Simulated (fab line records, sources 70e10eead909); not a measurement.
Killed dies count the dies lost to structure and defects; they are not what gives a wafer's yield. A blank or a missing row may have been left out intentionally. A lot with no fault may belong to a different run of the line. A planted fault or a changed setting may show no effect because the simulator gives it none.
Chamber matching ; flow nandHarc ; NHARC_A_STAIRCASE_TRIM_12 on rieDiel-01: 4 sister chambers
The step chemistry O2, time 211.2 s. 4 wafers are shown with their chamber, then 10 later ones without.

== WAFERS, EACH WITH ITS CHAMBER ==
wafer;chamber;showerheadPlenumPTorr (Torr)
L086.4;2;3.49
L084.5;0;3.78
L090.2;3;3.60
L090.3;1;3.53

== WAFERS WITHOUT THEIR CHAMBER ==
wafer;showerheadPlenumPTorr (Torr)
L090.6;3.78
L088.2;3.78
L088.3;3.49
L088.6;3.53
L093.2;3.53
L093.3;3.60
L093.5;3.60
L094.1;3.60
L094.4;3.53
L094.6;3.48

== WHICH CHAMBER EACH ONE RAN IN ==
wafer;from the rows above;in truth
L090.6;0;0
L088.2;0;0
L088.3;2;2
L088.6;1;1
L093.2;1;1
L093.3;3;3
L093.5;3;3
L094.1;3;3
L094.4;1;1
L094.6;2;2
Correctly placed: 10 of 10. From these rows, 0 cannot be placed. Placed wrongly: 0.
How it was worked out, from the rows above alone: a wafer's distance from a chamber is the root of the sum, over the readings, of the square of ((its reading less the chamber's mean) divided by the reading's scatter). The wafer belongs to the nearest chamber; if the next one is less than 2 further off, it can't be placed. Each chamber's mean is taken over the wafers shown for it. The scatter: with one shown wafer a chamber, the root of the mean of the squares of how far each hidden wafer lies from its nearest shown one.
